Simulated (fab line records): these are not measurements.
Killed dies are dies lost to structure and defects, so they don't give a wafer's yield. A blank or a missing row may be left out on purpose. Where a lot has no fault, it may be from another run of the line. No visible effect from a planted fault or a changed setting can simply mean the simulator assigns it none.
What tool caused it? + flow n5-finfet + 72 wafers from 24 lots sampled at 6 of the route's 1938 steps

## WHAT THE GAUGES READ, wafer by wafer
The record holds no reading of a measuring or inspecting step that can be judged against a usual standard deviation.

## WHAT TOOL EACH LOT RAN ON (gives the tool, then ch and the chambers of the sampled wafers, and finally the start)
| lot  | N5_FIN_SAQP_DENSIFY_62          | N5_FIN_SAQP_SPACER1_ETCHBACK_25   | N5_FIN_CUT_ETCH_30                | N5_STI_FIN_REVEAL_ALD_00         | N5_STI_FIN_REVEAL_RECESS_09       | N5_STI_FIN_REVEAL_ETCH_34       |
|------|---------------------------------|-----------------------------------|-----------------------------------|----------------------------------|-----------------------------------|---------------------------------|
| L074 | rtp-anneal-02 ch 0, day 1 21:32 | rie-diel-03 ch 0,1,3, day 2 00:30 | rie-diel-06 ch 0,1,2, day 2 04:05 | ald-sin-03 ch 1,2,3, day 2 05:06 | vapor-etch-01 ch 0,1, day 2 11:52 | rie-si-02 ch 0,1, day 2 13:29   |
| L075 | rtp-anneal-01 ch 0, day 2 02:59 | rie-diel-03 ch 0,1,3, day 2 06:25 | rie-diel-01 ch 1,2,3, day 2 09:50 | ald-sin-01 ch 0,2, day 2 10:49   | vapor-etch-01 ch 0,1, day 2 17:26 | rie-si-06 ch 1,2, day 2 19:32   |
| L076 | rtp-anneal-02 ch 0, day 2 10:01 | rie-diel-03 ch 0,2,3, day 2 13:20 | rie-diel-02 ch 0,2,3, day 2 17:08 | ald-sin-01 ch 0,2,3, day 2 18:05 | vapor-etch-01 ch 0,1, day 3 00:43 | rie-si-01 ch 0,2, day 3 02:50   |
| L077 | rtp-anneal-02 ch 0, day 2 15:57 | rie-diel-03 ch 0,2, day 2 19:50   | rie-diel-06 ch 0,1, day 2 23:00   | ald-sin-03 ch 0,1,3, day 2 23:57 | vapor-etch-02 ch 0,1, day 3 06:26 | rie-si-01 ch 0,3, day 3 08:33   |
| L078 | rtp-anneal-01 ch 0, day 2 20:58 | rie-diel-04 ch 1,2,3, day 2 23:44 | rie-diel-01 ch 0,1,3, day 3 02:40 | ald-sin-03 ch 0,2,3, day 3 03:35 | vapor-etch-01 ch 0,1, day 3 10:04 | rie-si-01 ch 0,1,2, day 3 12:10 |
| L079 | rtp-anneal-01 ch 0, day 3 02:48 | rie-diel-05 ch 1,2, day 3 06:13   | rie-diel-06 ch 0,2, day 3 09:14   | ald-sin-03 ch 0,1,2, day 3 10:10 | vapor-etch-01 ch 0,1, day 3 16:07 | rie-si-06 ch 0,1,3, day 3 18:13 |
| L080 | rtp-anneal-01 ch 0, day 3 08:05 | rie-diel-04 ch 0,2, day 3 11:05   | rie-diel-01 ch 0,2, day 3 14:00   | ald-sin-02 ch 1,2, day 3 15:05   | vapor-etch-01 ch 0,1, day 3 21:04 | rie-si-02 ch 2,3, day 3 23:11   |
| L081 | rtp-anneal-01 ch 0, day 3 14:25 | rie-diel-04 ch 2,3, day 3 17:37   | rie-diel-02 ch 0,1,3, day 3 20:56 | ald-sin-02 ch 0,3, day 3 21:52   | vapor-etch-01 ch 0,1, day 4 04:16 | rie-si-01 ch 2,3, day 4 05:51   |
| L082 | rtp-anneal-02 ch 0, day 3 21:35 | rie-diel-03 ch 0,1,3, day 4 01:58 | rie-diel-06 ch 0,1,2, day 4 05:14 | ald-sin-03 ch 0,1,3, day 4 06:11 | vapor-etch-02 ch 0,1, day 4 12:04 | rie-si-01 ch 0,1,2, day 4 14:10 |
| L083 | rtp-anneal-02 ch 0, day 4 05:46 | rie-diel-04 ch 0,1,3, day 4 08:37 | rie-diel-06 ch 0,1,2, day 4 11:41 | ald-sin-02 ch 0,3, day 4 12:55   | vapor-etch-02 ch 0,1, day 4 19:22 | rie-si-06 ch 0,1,2, day 4 21:10 |
| L084 | rtp-anneal-01 ch 0, day 4 09:02 | rie-diel-04 ch 1,2, day 4 12:13   | rie-diel-06 ch 0,2,3, day 4 15:12 | ald-sin-01 ch 0,1,2, day 4 16:59 | vapor-etch-01 ch 0,1, day 4 23:27 | rie-si-06 ch 2,3, day 5 01:01   |
| L085 | rtp-anneal-01 ch 0, day 4 14:57 | rie-diel-05 ch 0,1,3, day 4 18:58 | rie-diel-02 ch 1,2,3, day 4 21:56 | ald-sin-01 ch 0,1,2, day 4 22:51 | vapor-etch-01 ch 0,1, day 5 05:17 | rie-si-06 ch 0,1, day 5 07:23   |
| L086 | rtp-anneal-02 ch 0, day 4 20:56 | rie-diel-05 ch 0,2, day 4 23:50   | rie-diel-01 ch 0,1,3, day 5 02:39 | ald-sin-01 ch 1,2, day 5 04:07   | vapor-etch-01 ch 0,1, day 5 10:15 | rie-si-01 ch 0,2,3, day 5 12:20 |
| L087 | rtp-anneal-01 ch 0, day 5 03:24 | rie-diel-05 ch 0,2,3, day 5 06:25 | rie-diel-02 ch 0,1,3, day 5 09:26 | ald-sin-01 ch 1,2,3, day 5 10:21 | vapor-etch-01 ch 0,1, day 5 16:16 | rie-si-01 ch 1,2,3, day 5 18:21 |
| L088 | rtp-anneal-01 ch 0, day 5 09:42 | rie-diel-04 ch 0,1,2, day 5 14:47 | rie-diel-02 ch 0,3, day 5 17:41   | ald-sin-01 ch 0,3, day 5 18:44   | vapor-etch-02 ch 0,1, day 6 00:37 | rie-si-02 ch 0,1,2, day 6 02:42 |
| L089 | rtp-anneal-02 ch 0, day 5 14:46 | rie-diel-05 ch 0,2, day 5 17:32   | rie-diel-06 ch 2,3, day 5 20:46   | ald-sin-03 ch 1,2, day 5 21:41   | vapor-etch-01 ch 0,1, day 6 03:43 | rie-si-01 ch 0,2,3, day 6 05:50 |
| L090 | rtp-anneal-01 ch 0, day 5 20:46 | rie-diel-04 ch 1,3, day 5 23:29   | rie-diel-02 ch 0,3, day 6 02:24   | ald-sin-01 ch 2,3, day 6 03:19   | vapor-etch-02 ch 0,1, day 6 09:43 | rie-si-02 ch 0,2, day 6 11:18   |
| L091 | rtp-anneal-02 ch 0, day 6 02:17 | rie-diel-04 ch 0,2,3, day 6 05:04 | rie-diel-06 ch 2,3, day 6 08:12   | ald-sin-03 ch 0,3, day 6 09:56   | vapor-etch-01 ch 0,1, day 6 16:39 | rie-si-02 ch 0,3, day 6 18:44   |
| L092 | rtp-anneal-01 ch 0, day 6 08:28 | rie-diel-04 ch 0,1,3, day 6 11:31 | rie-diel-01 ch 1,2,3, day 6 14:43 | ald-sin-01 ch 1,2,3, day 6 15:38 | vapor-etch-01 ch 0,1, day 6 21:40 | rie-si-06 ch 0,1,2, day 6 23:46 |
| L093 | rtp-anneal-02 ch 0, day 6 14:50 | rie-diel-03 ch 0,2,3, day 6 18:04 | rie-diel-02 ch 0,2, day 6 22:22   | ald-sin-03 ch 0,3, day 6 23:34   | vapor-etch-02 ch 0,1, day 7 06:13 | rie-si-01 ch 1,2,3, day 7 07:47 |
| L094 | rtp-anneal-01 ch 0, day 6 21:39 | rie-diel-05 ch 0,1,2, day 7 00:56 | rie-diel-01 ch 0,1,2, day 7 04:51 | ald-sin-03 ch 1,2,3, day 7 05:56 | vapor-etch-01 ch 0, day 7 11:50   | rie-si-01 ch 0,2, day 7 13:56   |
| L095 | rtp-anneal-02 ch 0, day 7 03:51 | rie-diel-05 ch 0,3, day 7 07:08   | rie-diel-02 ch 0,2, day 7 11:02   | ald-sin-03 ch 0,1,2, day 7 13:59 | vapor-etch-02 ch 1, day 7 19:52   | rie-si-02 ch 2,3, day 7 21:58   |
| L096 | rtp-anneal-01 ch 0, day 7 10:11 | rie-diel-03 ch 1,2, day 7 15:35   | rie-diel-06 ch 0,1, day 7 18:34   | ald-sin-02 ch 2,3, day 7 20:35   | vapor-etch-02 ch 0,1, day 8 02:59 | rie-si-02 ch 0,2,3, day 8 04:33 |
| L097 | rtp-anneal-01 ch 0, day 7 16:32 | rie-diel-04 ch 1,2,3, day 7 20:42 | rie-diel-02 ch 2,3, day 7 23:34   | ald-sin-03 ch 2,3, day 8 00:31   | vapor-etch-02 ch 0,1, day 8 06:24 | rie-si-06 ch 1,3, day 8 08:29   |
- N5_FIN_SAQP_DENSIFY_62: time 60 s.
- N5_FIN_SAQP_SPACER1_ETCHBACK_25: etches SiO2 in CHF3/O2, target depth 24.4 nm, time 12.2 s.
- N5_FIN_CUT_ETCH_30: etches underlayer in N2/H2, target depth 13 nm, time 10.4 s.
- N5_STI_FIN_REVEAL_ALD_00: deposits SiO2, target thk 1 nm, pulse time 1 s.
- N5_STI_FIN_REVEAL_RECESS_09: chemistry HF/NH3, target SiO2, afs cycles 11, target depth 42.5 nm, sublimation time 60 s.
- N5_STI_FIN_REVEAL_ETCH_34: etches Si in H2, material Si, target depth 0.97 nm.

## AS READ BY THE TOOLS THEMSELVES (means over the sampled wafers that have a number; for cases with no such wafer, the mark the record gives instead)
N5_FIN_SAQP_DENSIFY_62.
| lot  | tool          | lamp-power-pct (%) | wafer_temp_C_max |
|------|---------------|--------------------|------------------|
| L074 | rtp-anneal-02 | 9.85               | 703.3            |
| L075 | rtp-anneal-01 | 9.84               | 703.4            |
| L076 | rtp-anneal-02 | 9.83               | 703.2            |
| L077 | rtp-anneal-02 | 9.81               | 703.1            |
| L078 | rtp-anneal-01 | 9.87               | 702.8            |
| L079 | rtp-anneal-01 | 9.85               | 703.1            |
| L080 | rtp-anneal-01 | 9.82               | 703.3            |
| L081 | rtp-anneal-01 | 9.84               | 704.0            |
| L082 | rtp-anneal-02 | 9.82               | 702.9            |
| L083 | rtp-anneal-02 | 9.84               | 702.9            |
| L084 | rtp-anneal-01 | 9.83               | 702.7            |
| L085 | rtp-anneal-01 | 9.87               | 702.9            |
| L086 | rtp-anneal-02 | 9.83               | 703.2            |
| L087 | rtp-anneal-01 | 9.80               | 703.0            |
| L088 | rtp-anneal-01 | 9.84               | 703.0            |
| L089 | rtp-anneal-02 | 9.85               | 703.7            |
| L090 | rtp-anneal-01 | 9.88               | 703.2            |
| L091 | rtp-anneal-02 | 9.84               | 703.5            |
| L092 | rtp-anneal-01 | 9.83               | 703.6            |
| L093 | rtp-anneal-02 | 9.89               | 704.2            |
| L094 | rtp-anneal-01 | 9.89               | 703.8            |
| L095 | rtp-anneal-02 | 9.83               | 703.1            |
| L096 | rtp-anneal-01 | 9.80               | 703.1            |
| L097 | rtp-anneal-01 | 9.88               | 703.7            |

N5_FIN_SAQP_SPACER1_ETCHBACK_25.
| lot  | tool        | drypump-motor-current-A (A) | oes-product-au (a.u.) | rf-vpp-V (V) | showerhead-plenum-p-Torr (Torr) | throttle-valve-pct (%) |
|------|-------------|-----------------------------|-----------------------|--------------|---------------------------------|------------------------|
| L074 | rie-diel-03 | 5.6                         | 0.75                  | 525          | 2.41                            | 18.86                  |
| L075 | rie-diel-03 | 5.5                         | 0.76                  | 524          | 2.41                            | 18.88                  |
| L076 | rie-diel-03 | 5.6                         | 0.83                  | 527          | 2.49                            | 18.91                  |
| L077 | rie-diel-03 | 5.7                         | 0.91                  | 531          | 2.54                            | 18.70                  |
| L078 | rie-diel-04 | 6.3                         | 0.76                  | 524          | 2.44                            | 19.13                  |
| L079 | rie-diel-05 | 5.5                         | 0.88                  | 535          | 2.48                            | 18.77                  |
| L080 | rie-diel-04 | 6.2                         | 0.76                  | 531          | 2.46                            | 19.00                  |
| L081 | rie-diel-04 | 6.2                         | 0.78                  | 524          | 2.41                            | 19.12                  |
| L082 | rie-diel-03 | 5.6                         | 0.74                  | 523          | 2.40                            | 18.90                  |
| L083 | rie-diel-04 | 6.4                         | 0.74                  | 525          | 2.46                            | 19.06                  |
| L084 | rie-diel-04 | 6.4                         | 0.73                  | 524          | 2.46                            | 19.17                  |
| L085 | rie-diel-05 | 5.7                         | 0.85                  | 523          | 2.48                            | 18.74                  |
| L086 | rie-diel-05 | 5.6                         | 0.92                  | 527          | 2.53                            | 18.61                  |
| L087 | rie-diel-05 | 5.6                         | 0.90                  | 525          | 2.46                            | 18.68                  |
| L088 | rie-diel-04 | 6.3                         | 0.73                  | 527          | 2.45                            | 19.10                  |
| L089 | rie-diel-05 | 5.6                         | 0.90                  | 527          | 2.53                            | 18.62                  |
| L090 | rie-diel-04 | 6.4                         | 0.72                  | 522          | 2.46                            | 19.16                  |
| L091 | rie-diel-04 | 6.2                         | 0.75                  | 526          | 2.43                            | 19.09                  |
| L092 | rie-diel-04 | 6.3                         | 0.73                  | 525          | 2.45                            | 19.08                  |
| L093 | rie-diel-03 | 5.7                         | 0.78                  | 528          | 2.48                            | 18.96                  |
| L094 | rie-diel-05 | 5.5                         | 0.82                  | 530          | 2.50                            | 18.76                  |
| L095 | rie-diel-05 | 5.7                         | 0.87                  | 518          | 2.43                            | 18.73                  |
| L096 | rie-diel-03 | 5.6                         | 0.80                  | 520          | 2.39                            | 18.50                  |
| L097 | rie-diel-04 | 6.2                         | 0.74                  | 523          | 2.43                            | 19.21                  |

N5_FIN_CUT_ETCH_30.
| lot  | tool        | drypump-motor-current-A (A) | etch-rf-on-time-s (s) | oes-product-au (a.u.) | rf-vpp-V (V) | showerhead-plenum-p-Torr (Torr) | throttle-valve-pct (%) |
|------|-------------|-----------------------------|-----------------------|-----------------------|--------------|---------------------------------|------------------------|
| L074 | rie-diel-06 | 6.1                         | 10.50                 | 0.68                  | 525.1        | 2.59                            | 17.76                  |
| L075 | rie-diel-01 | 5.2                         | 10.52                 | 0.72                  | 521.3        | 2.48                            | 17.57                  |
| L076 | rie-diel-02 | 5.9                         | 10.42                 | 0.62                  | 524.3        | 2.56                            | 17.94                  |
| L077 | rie-diel-06 | 6.1                         | 10.47                 | 0.65                  | 524.4        | 2.57                            | 17.83                  |
| L078 | rie-diel-01 | 5.4                         | 10.57                 | 0.69                  | 523.5        | 2.54                            | 17.72                  |
| L079 | rie-diel-06 | 5.7                         | 10.45                 | 0.59                  | 523.1        | 2.51                            | 17.81                  |
| L080 | rie-diel-01 | 5.5                         | 10.46                 | 0.69                  | 525.3        | 2.61                            | 17.91                  |
| L081 | rie-diel-02 | 5.9                         | 10.33                 | 0.61                  | 525.2        | 2.56                            | 17.92                  |
| L082 | rie-diel-06 | 6.0                         | 10.48                 | 0.66                  | 525.6        | 2.58                            | 17.78                  |
| L083 | rie-diel-06 | 6.1                         | 10.34                 | 0.66                  | 524.9        | 2.58                            | 17.78                  |
| L084 | rie-diel-06 | 5.8                         | 10.31                 | 0.66                  | 522.6        | 2.51                            | 17.70                  |
| L085 | rie-diel-02 | 5.9                         | 10.57                 | 0.59                  | 524.2        | 2.54                            | 18.02                  |
| L086 | rie-diel-01 | 5.4                         | 10.51                 | 0.68                  | 523.4        | 2.53                            | 17.74                  |
| L087 | rie-diel-02 | 5.8                         | 10.52                 | 0.60                  | 523.8        | 2.55                            | 17.95                  |
| L088 | rie-diel-02 | 5.7                         | 10.45                 | 0.61                  | 525.8        | 2.60                            | 17.93                  |
| L089 | rie-diel-06 | 5.8                         | 10.29                 | 0.71                  | 522.2        | 2.50                            | 17.58                  |
| L090 | rie-diel-02 | 5.7                         | 10.48                 | 0.60                  | 525.0        | 2.60                            | 17.94                  |
| L091 | rie-diel-06 | 5.8                         | 10.31                 | 0.71                  | 521.7        | 2.50                            | 17.59                  |
| L092 | rie-diel-01 | 5.2                         | 10.41                 | 0.69                  | 521.5        | 2.47                            | 17.60                  |
| L093 | rie-diel-02 | 5.9                         | 10.40                 | 0.69                  | 522.7        | 2.51                            | 17.82                  |
| L094 | rie-diel-01 | 5.5                         | 10.41                 | 0.67                  | 523.8        | 2.52                            | 17.77                  |
| L095 | rie-diel-02 | 6.0                         | 10.30                 | 0.76                  | 522.9        | 2.50                            | 17.76                  |
| L096 | rie-diel-06 | 6.1                         | 10.27                 | 0.81                  | 524.6        | 2.56                            | 17.57                  |
| L097 | rie-diel-02 | 5.7                         | 10.44                 | 0.67                  | 525.3        | 2.58                            | 17.88                  |

N5_STI_FIN_REVEAL_ALD_00.
| lot  | tool       | heater-power-w (W) | precursor-pulse-height-rel |
|------|------------|--------------------|----------------------------|
| L074 | ald-sin-03 | 498                | 0.994                      |
| L075 | ald-sin-01 | 428                | 1.004                      |
| L076 | ald-sin-01 | 439                | 0.997                      |
| L077 | ald-sin-03 | 513                | 0.996                      |
| L078 | ald-sin-03 | 486                | 1.002                      |
| L079 | ald-sin-03 | 482                | 0.966                      |
| L080 | ald-sin-02 | 464                | 1.006                      |
| L081 | ald-sin-02 | 499                | 1.001                      |
| L082 | ald-sin-03 | 507                | 0.981                      |
| L083 | ald-sin-02 | 504                | 0.996                      |
| L084 | ald-sin-01 | 480                | 0.994                      |
| L085 | ald-sin-01 | 482                | 0.983                      |
| L086 | ald-sin-01 | 490                | 0.992                      |
| L087 | ald-sin-01 | 485                | 0.988                      |
| L088 | ald-sin-01 | 418                | 0.992                      |
| L089 | ald-sin-03 | 465                | 0.994                      |
| L090 | ald-sin-01 | 429                | 1.006                      |
| L091 | ald-sin-03 | 474                | 1.002                      |
| L092 | ald-sin-01 | 478                | 0.982                      |
| L093 | ald-sin-03 | 478                | 1.000                      |
| L094 | ald-sin-03 | 489                | 1.001                      |
| L095 | ald-sin-03 | 464                | 1.008                      |
| L096 | ald-sin-02 | 485                | 1.004                      |
| L097 | ald-sin-03 | 488                | 1.029                      |

N5_STI_FIN_REVEAL_RECESS_09.
| lot  | tool          | drypump-motor-current-A (A) |
|------|---------------|-----------------------------|
| L074 | vapor-etch-01 | 5.3                         |
| L075 | vapor-etch-01 | 5.2                         |
| L076 | vapor-etch-01 | 5.2                         |
| L077 | vapor-etch-02 | 5.4                         |
| L078 | vapor-etch-01 | 5.3                         |
| L079 | vapor-etch-01 | 5.2                         |
| L080 | vapor-etch-01 | 5.3                         |
| L081 | vapor-etch-01 | 5.3                         |
| L082 | vapor-etch-02 | 5.7                         |
| L083 | vapor-etch-02 | 5.8                         |
| L084 | vapor-etch-01 | 5.3                         |
| L085 | vapor-etch-01 | 5.3                         |
| L086 | vapor-etch-01 | 5.2                         |
| L087 | vapor-etch-01 | 5.1                         |
| L088 | vapor-etch-02 | 5.7                         |
| L089 | vapor-etch-01 | 5.3                         |
| L090 | vapor-etch-02 | 5.4                         |
| L091 | vapor-etch-01 | 5.3                         |
| L092 | vapor-etch-01 | 5.3                         |
| L093 | vapor-etch-02 | 5.8                         |
| L094 | vapor-etch-01 | 5.5                         |
| L095 | vapor-etch-02 | 5.1                         |
| L096 | vapor-etch-02 | 5.7                         |
| L097 | vapor-etch-02 | 5.4                         |

N5_STI_FIN_REVEAL_ETCH_34.
| lot  | tool      | drypump-motor-current-A (A) | oes-product-au (a.u.) | throttle-valve-pct (%) |
|------|-----------|-----------------------------|-----------------------|------------------------|
| L074 | rie-si-02 | 6.1                         | 1.012                 | 25.8                   |
| L075 | rie-si-06 | 5.5                         | 0.992                 | 25.8                   |
| L076 | rie-si-01 | 5.2                         | 1.012                 | 25.8                   |
| L077 | rie-si-01 | 5.8                         | 1.015                 | 26.1                   |
| L078 | rie-si-01 | 5.8                         | 1.012                 | 26.0                   |
| L079 | rie-si-06 | 5.7                         | 0.985                 | 26.0                   |
| L080 | rie-si-02 | 5.4                         | 0.978                 | 25.7                   |
| L081 | rie-si-01 | 5.6                         | 1.009                 | 25.5                   |
| L082 | rie-si-01 | 5.8                         | 1.013                 | 26.0                   |
| L083 | rie-si-06 | 5.4                         | 0.990                 | 25.8                   |
| L084 | rie-si-06 | 5.3                         | 1.004                 | 26.1                   |
| L085 | rie-si-06 | 5.6                         | 0.986                 | 25.7                   |
| L086 | rie-si-01 | 5.6                         | 1.017                 | 25.8                   |
| L087 | rie-si-01 | 6.0                         | 1.005                 | 25.8                   |
| L088 | rie-si-02 | 5.7                         | 1.002                 | 26.0                   |
| L089 | rie-si-01 | 5.6                         | 1.009                 | 25.8                   |
| L090 | rie-si-02 | 5.9                         | 0.991                 | 25.8                   |
| L091 | rie-si-02 | 5.8                         | 0.990                 | 25.5                   |
| L092 | rie-si-06 | 5.4                         | 0.988                 | 25.8                   |
| L093 | rie-si-01 | 6.0                         | 1.003                 | 25.8                   |
| L094 | rie-si-01 | 5.3                         | 1.015                 | 25.7                   |
| L095 | rie-si-02 | 5.4                         | 0.989                 | 25.7                   |
| L096 | rie-si-02 | 5.7                         | 0.974                 | 25.7                   |
| L097 | rie-si-06 | 5.9                         | 0.997                 | 26.0                   |

## THE ANSWER, worked out from the rows above alone
Rule: what is usual is taken from the lots themselves. The widest of any qualifying gaps counts: lots, ordered by their means at a reading, are off when they make up no more than a third of the lots, leave a main group of 4 or more, and stand apart from it by 3 or more times the standard deviation of that group's means. A main group whose means are all the same, to the digits that the tables above print for the reading, isn't used. A lot without any number at a reading at which 4 lots or more have one is off too. All remaining lots with rows at the step are treated as sound. The gauges are gone through in route order, then the tools' own readings, and for those a lot's mean is taken as printed above. At the first step where some lot is off, the reading lying furthest off is the one used; lots without a number count as furthest.
Nothing can be told from this: no lot is off at any reading shown.

## WHAT WAS PUT IN BY THE SIMULATOR
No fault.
